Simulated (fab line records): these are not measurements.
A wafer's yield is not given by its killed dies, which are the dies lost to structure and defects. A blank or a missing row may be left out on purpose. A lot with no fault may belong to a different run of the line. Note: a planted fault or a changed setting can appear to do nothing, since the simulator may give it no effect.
Chamber matching + flow nand_harc + NHARC_A_ONON_D1_DEP_33 on pecvd-04: 3 sister chambers
The step deposits SiO2, target thk 200 nm. 14 wafers are shown with their chamber, then 7 later ones without.

== WAFERS WITH THEIR CHAMBER ==
| wafer  | chamber | throttle_valve_pct (%) | heater_power_w (W) | rf_fwd_power_W (W) |
|--------|---------|------------------------|--------------------|--------------------|
| L533.1 | 2       | 14.8                   | 604                | 899.3              |
| L533.3 | 1       | 16.7                   | 549                | 900.1              |
| L533.6 | 0       | 16.1                   | 631                | 898.4              |
| L534.2 | 2       | 15.0                   | 635                | 898.7              |
| L534.4 | 2       | 15.2                   | 642                | 900.5              |
| L534.5 | 0       | 15.6                   | 639                | 899.4              |
| L536.1 | 1       | 16.8                   | 572                | 898.6              |
| L536.2 | 2       | 15.3                   | 647                | 903.0              |
| L536.5 | 0       | 15.7                   | 746                | 895.0              |
| L537.1 | 2       | 15.5                   | 560                | 895.8              |
| L537.2 | 0       | 16.0                   | 569                | 896.2              |
| L537.5 | 0       | 15.8                   | 610                | 898.9              |
| L546.2 | 0       | 16.1                   | 599                | 895.1              |
| L546.3 | 1       | 16.1                   | 587                | 900.9              |

SIGNATURES (means of the wafers above)
| reading            | chamber 0 | chamber 1 | chamber 2 | scatter within a chamber |
|--------------------|-----------|-----------|-----------|--------------------------|
| throttle_valve_pct | 15.883    | 16.533    | 15.160    | 0.271                    |
| heater_power_w     | 632.33    | 569.33    | 617.60    | 47.3                     |
| rf_fwd_power_W     | 897.167   | 899.867   | 899.460   | 2.13                     |
Rule: for each reading, subtract the chamber's mean from the wafer's reading, divide by that reading's scatter and square the result; add these up over the readings and take the root, which gives the wafer's distance from the chamber. If the next closest chamber is less than 2 further off than the closest, the wafer can't be placed; otherwise it belongs to the closest. The scatter: the root of (the sum of the squares of (reading less its chamber's mean) over the shown wafers, divided by (wafers less chambers)).

== WAFERS WITH NO CHAMBER GIVEN ==
| wafer  | throttle_valve_pct (%) | heater_power_w (W) | rf_fwd_power_W (W) |
|--------|------------------------|--------------------|--------------------|
| L546.5 | 15.8                   | 600                | 897.2              |
| L547.2 | 15.2                   | 628                | 897.5              |
| L547.3 | 16.4                   | 497                | 903.1              |
| L547.5 | 16.0                   | 642                | 897.5              |
| L555.1 | 15.7                   | 601                | 901.0              |
| L555.2 | 16.0                   | 542                | 894.3              |
| L555.6 | 15.8                   | 576                | 896.1              |

== WHICH CHAMBER EACH WENT THROUGH ==
| wafer  | from the rows above          | in truth |
|--------|------------------------------|----------|
| L546.5 | can't be placed: 0 or 2      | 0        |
| L547.2 | can't be placed: 2 or 0      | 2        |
| L547.3 | 1                            | 1        |
| L547.5 | 0                            | 0        |
| L555.1 | can't be placed: 0 or 2 or 1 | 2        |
| L555.2 | can't be placed: 0 or 1 or 2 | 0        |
| L555.6 | can't be placed: 0 or 2 or 1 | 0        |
Placed correctly: 2 of 7. These rows do not allow placing 5 (true chamber among the candidates in 5). Placed wrongly: 0.
